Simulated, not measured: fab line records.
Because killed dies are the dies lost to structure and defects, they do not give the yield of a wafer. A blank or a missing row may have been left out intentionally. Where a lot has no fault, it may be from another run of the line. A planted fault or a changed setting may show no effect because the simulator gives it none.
Matching of chambers | flow nand_harc | pecvd-01 running NHARC_A_DECK1_JOINT_DEP_16: 3 sister chambers
The step deposits SiO2, target thk 45 nm. 3 wafers are shown with their chamber, then 7 later ones without.

## WAFERS WITH THEIR CHAMBER
wafer  | chamber | heater_power_w (W)
L199.5 | 1       | 572
L200.1 | 0       | 438
L200.4 | 2       | 560

## WAFERS WITHOUT THEIR CHAMBER
wafer  | heater_power_w (W)
L200.6 | 436
L203.2 | 570
L203.5 | 579
L203.6 | 554
L204.1 | 456
L204.2 | 616
L204.3 | 463

## WHICH CHAMBER EACH ONE RAN IN
wafer  | from the rows above     | in truth
L200.6 | 0                       | 0
L203.2 | can't be placed: 1 or 2 | 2
L203.5 | can't be placed: 1 or 2 | 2
L203.6 | can't be placed: 2 or 1 | 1
L204.1 | 0                       | 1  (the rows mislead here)
L204.2 | can't be placed: 1 or 2 | 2
L204.3 | 0                       | 0
2 of 7 placed correctly. Can't be placed from these rows: 4 (the true chamber is among the candidates in 4). Placed wrongly: 1.
How it was worked out, from the rows above alone: a wafer's distance from a chamber is the root of the sum, over the readings, of the square of ((its reading less the chamber's mean) divided by the reading's scatter). If the next closest chamber is less than 2 further off than the closest, the wafer can't be placed; otherwise it belongs to the closest. Each chamber's mean is taken over the wafers shown for it. The scatter (one wafer shown for each chamber): square how far every hidden wafer sits from the nearest shown wafer, average those squares and take the square root.
